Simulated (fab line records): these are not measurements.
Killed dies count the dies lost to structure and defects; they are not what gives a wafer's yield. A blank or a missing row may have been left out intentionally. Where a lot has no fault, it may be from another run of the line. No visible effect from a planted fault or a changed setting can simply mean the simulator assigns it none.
Which of the tools did it? ; flow nandHarc ; 24 lots, 72 wafers sampled, at 6 steps of a route of 1302

WHAT THE GAUGES SHOWED, per wafer
The record holds no reading of a measuring or inspecting step that can be judged against a usual standard deviation.

TOOL THAT RAN EACH LOT (tool first, then ch and the chambers of the sampled wafers, then the start)
lot;NHARC_A_STAIRCASE_TRIM_196;NHARC_A_STAIRCASE_ETCH_199;NHARC_A_STAIRCASE_ETCH_201;NHARC_A_STAIRCASE_DESCUM_219;NHARC_A_STAIRCASE_ETCH_221;NHARC_A_STAIRCASE_ETCH_236
L074;rieDiel-01 ch 0,1, day 15 22:32;rieDiel-01 ch 0,1,3, day 16 01:17 or earlier;rieDiel-01 ch 0,1,3, day 16 01:17 or earlier;rieDiel-05 ch 0,1,2, day 16 01:17;rieDiel-05 ch 0,1, no start;rieDiel-09 ch 0,1, no start
L075;rieDiel-09 ch 0,1, day 16 04:48;rieDiel-09 ch 0,3, day 16 07:22 or earlier;rieDiel-09 ch 0,1,3, day 16 07:22 or earlier;rieDiel-01 ch 0,3, day 16 07:22;rieDiel-01 ch 0,1, no start;rieDiel-09 ch 0,1, no start
L076;rieDiel-05 ch 0,3, day 16 16:28;rieDiel-05 ch 0,1, day 16 18:56 or earlier;rieDiel-05 ch 0,1, day 16 18:56 or earlier;rieDiel-05 ch 0,1, day 16 18:56;rieDiel-05 ch 1,2, no start;rieDiel-05 ch 0,2,3, no start
L077;rieDiel-01 ch 0,1,2, day 17 16:32;rieDiel-01 ch 0,2,3, day 17 19:13 or earlier;rieDiel-01 ch 0,1,3, day 17 19:13 or earlier;rieDiel-01 ch 0,2,3, day 17 19:13;rieDiel-01 ch 1,2,3, no start;rieDiel-05 ch 0,1,2, no start
L078;rieDiel-05 ch 2,3, day 17 19:31;rieDiel-05 ch 1,2,3, day 17 22:05 or earlier;rieDiel-05 ch 1,2, day 17 22:05 or earlier;rieDiel-05 ch 0,1, day 17 22:05;rieDiel-05 ch 0,1,3, no start;rieDiel-05 ch 1,2,3, no start
L079;rieDiel-01 ch 2,3, day 17 22:55;rieDiel-01 ch 2,3, day 18 01:56 or earlier;rieDiel-01 ch 2,3, day 18 01:56 or earlier;rieDiel-01 ch 2,3, day 18 01:56;rieDiel-01 ch 2,3, no start;rieDiel-01 ch 2,3, no start
L080;rieDiel-09 ch 2,3, day 18 01:16;rieDiel-09 ch 0,1,3, day 18 03:50 or earlier;rieDiel-09 ch 0,1, day 18 03:50 or earlier;rieDiel-09 ch 0,1, day 18 03:50;rieDiel-09 ch 2,3, no start;rieDiel-09 ch 1,2,3, no start
L081;rieDiel-05 ch 2,3, day 18 17:54;rieDiel-05 ch 0,2,3, day 18 20:31 or earlier;rieDiel-05 ch 1,2, day 18 20:31 or earlier;rieDiel-05 ch 1,2, day 18 20:31;rieDiel-05 ch 0,1,3, no start;rieDiel-09 ch 0,2,3, no start
L083;rieDiel-05 ch 0,1, day 19 06:02;rieDiel-05 ch 0,2,3, day 19 08:37 or earlier;rieDiel-05 ch 0,2,3, day 19 08:37 or earlier;rieDiel-01 ch 1,2,3, day 19 08:37;rieDiel-01 ch 0,2,3, no start;rieDiel-05 ch 1,2, no start
L082;rieDiel-05 ch 0,2,3, day 19 13:27;rieDiel-05 ch 0,1,3, day 19 15:52 or earlier;rieDiel-05 ch 0,1,2, day 19 15:52 or earlier;rieDiel-05 ch 2,3, day 19 15:52;rieDiel-05 ch 0,1,2, no start;rieDiel-05 ch 0,2,3, no start
L084;rieDiel-05 ch 0,1, day 19 23:58;rieDiel-05 ch 0,1,3, day 20 03:16 or earlier;rieDiel-05 ch 1,3, day 20 03:16 or earlier;rieDiel-01 ch 1,2,3, day 20 03:16;rieDiel-01 ch 1,3, no start;rieDiel-01 ch 0,3, no start
L085;rieDiel-01 ch 1,2,3, day 20 11:46;rieDiel-01 ch 0,1,3, day 20 14:46 or earlier;rieDiel-01 ch 0,1,2, day 20 14:46 or earlier;rieDiel-09 ch 0,2,3, day 20 14:46;rieDiel-09 ch 0,1,3, no start;rieDiel-05 ch 1,2,3, no start
L086;rieDiel-05 ch 0,1,3, day 21 00:57;rieDiel-05 ch 0,1,2, day 21 04:32 or earlier;rieDiel-05 ch 0,1,3, day 21 04:32 or earlier;rieDiel-09 ch 0,1,3, day 21 04:32;rieDiel-09 ch 1,2,3, no start;rieDiel-09 ch 0,1,2, no start
L087;rieDiel-01 ch 1,2,3, day 21 18:59;rieDiel-01 ch 0,2,3, day 21 21:34 or earlier;rieDiel-01 ch 0,2,3, day 21 21:34 or earlier;rieDiel-05 ch 0,1,2, day 21 21:34;rieDiel-05 ch 0,2,3, no start;rieDiel-01 ch 0,1,2, no start
L089;rieDiel-05 ch 0,1, day 21 21:58;rieDiel-05 ch 2,3, day 22 00:29 or earlier;rieDiel-05 ch 0,2,3, day 22 00:29 or earlier;rieDiel-01 ch 2,3, day 22 00:29;rieDiel-01 ch 1,2,3, no start;rieDiel-05 ch 0,1,2, no start
L088;rieDiel-01 ch 0,1,2, day 21 22:16;rieDiel-01 ch 0,1, day 22 01:38 or earlier;rieDiel-01 ch 2,3, day 22 01:38 or earlier;rieDiel-01 ch 1,2,3, day 22 01:38;rieDiel-01 ch 0,1,3, no start;rieDiel-09 ch 0,2, no start
L090;rieDiel-01 ch 0,2, day 22 15:25;rieDiel-01 ch 1,3, day 22 17:59 or earlier;rieDiel-01 ch 0,1,2, day 22 17:59 or earlier;rieDiel-05 ch 0,2, day 22 17:59;rieDiel-05 ch 1,2,3, no start;rieDiel-05 ch 0,3, no start
L091;rieDiel-01 ch 0,3, day 23 10:50;rieDiel-01 ch 0,1,2, day 23 13:23 or earlier;rieDiel-01 ch 0,2, day 23 13:23 or earlier;rieDiel-09 ch 1,2, day 23 13:23;rieDiel-09 ch 0,2,3, no start;rieDiel-05 ch 0,1,3, no start
L092;rieDiel-05 ch 1,2,3, day 23 12:19;rieDiel-05 ch 0,2,3, day 23 15:24 or earlier;rieDiel-05 ch 0,1,3, day 23 15:24 or earlier;rieDiel-09 ch 0,2,3, day 23 15:24;rieDiel-09 ch 0,1,2, no start;rieDiel-05 ch 0,2,3, no start
L093;rieDiel-05 ch 1,3, day 23 16:25;rieDiel-05 ch 0,2,3, day 23 18:56 or earlier;rieDiel-05 ch 1,2, day 23 18:56 or earlier;rieDiel-05 ch 0,2,3, day 23 18:56;rieDiel-05 ch 0,3, no start;rieDiel-09 ch 1,3, no start
L094;rieDiel-05 ch 0,2,3, day 24 09:04;rieDiel-05 ch 0,3, day 24 11:40 or earlier;rieDiel-05 ch 0,3, day 24 11:40 or earlier;rieDiel-05 ch 1,2,3, day 24 11:40;rieDiel-05 ch 0,1,2, no start;rieDiel-05 ch 0,2,3, no start
L096;rieDiel-05 ch 0,2,3, day 24 20:31;rieDiel-05 ch 0,2,3, day 24 23:44 or earlier;rieDiel-05 ch 0,1,3, day 24 23:44 or earlier;rieDiel-01 ch 1,3, day 24 23:44;rieDiel-01 ch 1,2,3, no start;rieDiel-01 ch 1,2,3, no start
L095;rieDiel-09 ch 1,3, day 25 02:52;rieDiel-09 ch 1,2, day 25 05:38 or earlier;rieDiel-09 ch 2,3, day 25 05:38 or earlier;rieDiel-09 ch 1,2, day 25 05:38;rieDiel-09 ch 1,2, no start;rieDiel-09 ch 1,3, no start
L097;rieDiel-01 ch 0,3, day 25 23:34;rieDiel-01 ch 0,2,3, day 26 02:01 or earlier;rieDiel-01 ch 0,2,3, day 26 02:01 or earlier;rieDiel-09 ch 1,2,3, day 26 02:01;rieDiel-09 ch 1,2,3, no start;rieDiel-09 ch 0,2, no start
- NHARC_A_STAIRCASE_TRIM_196: chemistry O2, time 211.2 s.
- NHARC_A_STAIRCASE_ETCH_199: etches the open film in C4F8/O2, target depth 100 nm, time 40.5 s.
- NHARC_A_STAIRCASE_ETCH_201: etches the open film in C4F8/O2, target depth 100 nm, time 40.5 s.
- NHARC_A_STAIRCASE_DESCUM_219: chemistry O2, time 3 s.
- NHARC_A_STAIRCASE_ETCH_221: etches the open film in C4F8/O2, target depth 100 nm, time 40.5 s.
- NHARC_A_STAIRCASE_ETCH_236: etches the open film in C4F8/O2, target depth 100 nm, time 40.5 s.

WHAT THE TOOLS THEMSELVES READ (means of the sampled wafers that have a number; where no wafer has one, the mark that the record gives instead)
NHARC_A_STAIRCASE_TRIM_196. Usual: drypumpMotorCurrentA 5.7 A, standard deviation 0.59; oesProductAu 0.998 a.u., standard deviation 0.0077; rfVppV 57.9 V, standard deviation 1; showerheadPlenumPTorr 3.55 Torr, standard deviation 0.18; throttleValvePct 17.038 %, standard deviation 0.0083.
lot;tool;drypumpMotorCurrentA (A);oesProductAu (a.u.);rfVppV (V);showerheadPlenumPTorr (Torr);throttleValvePct (%);flag
L074;rieDiel-01;5.7;1.002;57.3;3.54;17.042;
L075;rieDiel-09;5.9;0.995;58.1;3.57;17.037;
L076;rieDiel-05;6.2;1.000;58.5;3.58;17.041;
L077;rieDiel-01;5.8;0.998;59.0;3.76;17.033;
L078;rieDiel-05;5.8;0.994;58.7;3.64;17.034;
L079;rieDiel-01;6.3;1.006;58.1;3.63;17.034;
L080;rieDiel-09;5.6;1.002;57.9;3.46;17.037;
L081;rieDiel-05;5.8;0.988;58.4;3.64;17.035;
L083;rieDiel-05;5.5;0.998;57.5;3.53;17.037;
L082;rieDiel-05;5.6;0.991;57.5;3.51;17.031;
L084;rieDiel-05;5.7;1.002;58.0;3.43;17.036;
L085;rieDiel-01;6.2;1.001;58.5;3.58;17.045;
L086;rieDiel-05;5.8;0.999;58.1;3.55;17.033;
L087;rieDiel-01;6.3;0.997;58.0;3.58;17.035;
L089;rieDiel-05;5.7;0.998;57.3;3.42;17.037;
L088;rieDiel-01;5.9;1.008;58.0;3.74;17.045;
L090;rieDiel-01;5.4;1.006;58.1;3.78;17.032;
L091;rieDiel-01;5.6;0.994;57.2;3.45;17.040;
L092;rieDiel-05;5.5;1.001;57.4;3.60;17.035;
L093;rieDiel-05;6.0;1.004;58.7;3.67;17.037;
L094;rieDiel-05;5.6;0.990;57.0;3.49;17.044;
L096;rieDiel-05;5.6;1.001;57.4;3.49;17.036;
L095;rieDiel-09;5.6;0.997;58.0;3.51;17.041;
L097;rieDiel-01;5.7;0.995;57.9;3.79;17.038;

NHARC_A_STAIRCASE_ETCH_199. Usual: oesProductAu 0.941 a.u., standard deviation 0.011; rfVppV 897 V, standard deviation 6.5.
lot;tool;oesProductAu (a.u.);rfVppV (V);flag
L074;rieDiel-01;0.947;892;
L075;rieDiel-09;0.945;897;
L076;rieDiel-05;0.951;893;
L077;rieDiel-01;0.948;899;
L078;rieDiel-05;0.956;899;
L079;rieDiel-01;0.938;892;
L080;rieDiel-09;0.944;896;
L081;rieDiel-05;0.947;895;
L083;rieDiel-05;0.937;895;
L082;rieDiel-05;0.937;898;
L084;rieDiel-05;0.954;897;
L085;rieDiel-01;0.934;898;
L086;rieDiel-05;0.930;894;
L087;rieDiel-01;0.951;900;
L089;rieDiel-05;0.931;897;
L088;rieDiel-01;0.938;904;
L090;rieDiel-01;0.934;891;
L091;rieDiel-01;0.943;903;
L092;rieDiel-05;0.937;895;
L093;rieDiel-05;0.926;895;
L094;rieDiel-05;0.932;892;
L096;rieDiel-05;0.927;895;
L095;rieDiel-09;0.936;890;
L097;rieDiel-01;0.943;904;

NHARC_A_STAIRCASE_ETCH_201. Usual: oesProductAu 0.940 a.u., standard deviation 0.01; rfVppV 897 V, standard deviation 6.5.
lot;tool;oesProductAu (a.u.);rfVppV (V);flag
L074;rieDiel-01;0.940;892;
L075;rieDiel-09;0.945;897;
L076;rieDiel-05;0.941;893;
L077;rieDiel-01;0.943;898;
L078;rieDiel-05;0.944;897;
L079;rieDiel-01;0.933;900;
L080;rieDiel-09;0.953;897;
L081;rieDiel-05;0.948;896;
L083;rieDiel-05;0.936;896;
L082;rieDiel-05;0.935;895;
L084;rieDiel-05;0.955;901;
L085;rieDiel-01;0.952;904;
L086;rieDiel-05;0.951;896;
L087;rieDiel-01;0.945;899;
L089;rieDiel-05;0.935;894;
L088;rieDiel-01;0.931;899;
L090;rieDiel-01;0.940;903;
L091;rieDiel-01;0.952;905;
L092;rieDiel-05;0.918;896;
L093;rieDiel-05;0.938;897;
L094;rieDiel-05;0.934;897;
L096;rieDiel-05;0.930;897;
L095;rieDiel-09;0.950;891;
L097;rieDiel-01;0.945;905;

NHARC_A_STAIRCASE_DESCUM_219. Usual: drypumpMotorCurrentA 5.7 A, standard deviation 0.53; oesProductAu 1.000 a.u., standard deviation 0.0068; rfVppV 57.8 V, standard deviation 0.92; showerheadPlenumPTorr 1.92 Torr, standard deviation 0.1; throttleValvePct 11.312 %, standard deviation 0.009.
lot;tool;drypumpMotorCurrentA (A);oesProductAu (a.u.);rfVppV (V);showerheadPlenumPTorr (Torr);throttleValvePct (%);flag
L074;rieDiel-05;5.3;1.001;57.5;1.90;11.313;
L075;rieDiel-01;5.2;1.001;56.4;1.77;11.318;
L076;rieDiel-05;5.5;1.002;58.9;1.93;11.315;
L077;rieDiel-01;5.8;1.005;58.1;1.98;11.314;
L078;rieDiel-05;5.5;1.000;57.9;1.92;11.312;
L079;rieDiel-01;6.1;0.999;58.4;1.88;11.314;
L080;rieDiel-09;5.7;1.008;58.0;1.93;11.326;
L081;rieDiel-05;4.9;0.997;57.7;1.93;11.301;
L083;rieDiel-01;6.2;1.002;58.0;1.95;11.314;
L082;rieDiel-05;5.8;1.002;58.1;1.97;11.307;
L084;rieDiel-01;6.2;0.998;57.5;1.95;11.320;
L085;rieDiel-09;5.8;1.000;57.3;1.88;11.312;
L086;rieDiel-09;5.7;1.000;57.3;1.91;11.310;
L087;rieDiel-05;5.3;0.991;58.5;1.88;11.308;
L089;rieDiel-01;6.3;1.005;58.6;1.96;11.311;
L088;rieDiel-01;6.2;0.999;57.7;1.94;11.311;
L090;rieDiel-05;5.5;0.995;57.0;1.82;11.307;
L091;rieDiel-09;5.7;1.002;57.7;1.84;11.310;
L092;rieDiel-09;5.8;0.997;58.3;1.87;11.308;
L093;rieDiel-05;5.7;0.994;57.2;1.89;11.307;
L094;rieDiel-05;5.4;0.994;58.5;1.95;11.312;
L096;rieDiel-01;6.1;0.997;58.4;2.05;11.318;
L095;rieDiel-09;5.7;1.002;58.2;1.83;11.308;
L097;rieDiel-09;5.6;1.003;57.7;1.86;11.312;

NHARC_A_STAIRCASE_ETCH_221. Usual: oesProductAu 0.942 a.u., standard deviation 0.012; rfVppV 896 V, standard deviation 6.2.
lot;tool;oesProductAu (a.u.);rfVppV (V);flag
L074;rieDiel-05;0.950;896;
L075;rieDiel-01;0.951;896;
L076;rieDiel-05;0.938;899;
L077;rieDiel-01;0.949;898;
L078;rieDiel-05;0.953;898;
L079;rieDiel-01;0.937;900;
L080;rieDiel-09;0.958;892;
L081;rieDiel-05;0.929;897;
L083;rieDiel-01;0.947;899;
L082;rieDiel-05;0.923;894;
L084;rieDiel-01;0.950;891;
L085;rieDiel-09;0.945;897;
L086;rieDiel-09;0.957;893;
L087;rieDiel-05;0.935;896;
L089;rieDiel-01;0.945;898;
L088;rieDiel-01;0.939;896;
L090;rieDiel-05;0.941;898;
L091;rieDiel-09;0.945;893;
L092;rieDiel-09;0.933;894;
L093;rieDiel-05;0.941;892;
L094;rieDiel-05;0.932;894;
L096;rieDiel-01;0.942;903;
L095;rieDiel-09;0.930;893;
L097;rieDiel-09;0.954;893;

NHARC_A_STAIRCASE_ETCH_236. Usual: oesProductAu 0.941 a.u., standard deviation 0.01; rfVppV 896 V, standard deviation 5.5.
lot;tool;oesProductAu (a.u.);rfVppV (V);flag
L074;rieDiel-09;0.936;897;
L075;rieDiel-09;0.948;898;
L076;rieDiel-05;0.935;896;
L077;rieDiel-05;0.945;895;
L078;rieDiel-05;0.944;898;
L079;rieDiel-01;0.946;894;
L080;rieDiel-09;0.932;895;
L081;rieDiel-09;0.948;894;
L083;rieDiel-05;0.918;898;
L082;rieDiel-05;0.946;894;
L084;rieDiel-01;0.942;900;
L085;rieDiel-05;0.942;899;
L086;rieDiel-09;0.953;894;
L087;rieDiel-01;0.942;903;
L089;rieDiel-05;0.944;894;
L088;rieDiel-09;0.940;895;
L090;rieDiel-05;0.943;897;
L091;rieDiel-05;0.933;896;
L092;rieDiel-05;0.944;895;
L093;rieDiel-09;0.953;894;
L094;rieDiel-05;0.923;895;
L096;rieDiel-01;0.948;903;
L095;rieDiel-09;0.946;895;
L097;rieDiel-09;0.948;891;

THE ANSWER, worked out from the rows above alone
Rule: a lot counts as off when the mean over its wafers that have a number is more than 3 standard deviations away from the usual mean. A lot without any number at a reading at which 4 lots or more have one is off too. Where the step has rows for the other lots, those lots are counted as sound. Order of review: gauges by route order, followed by the tools' own readings, for which a lot's mean as printed above is used. At the first step where some lot is off, the reading lying furthest off is the one used; lots without a number count as furthest.
Across all readings shown, no lot is off: no conclusion can be drawn from this.

WHAT HAD BEEN PUT IN BY THE SIMULATOR
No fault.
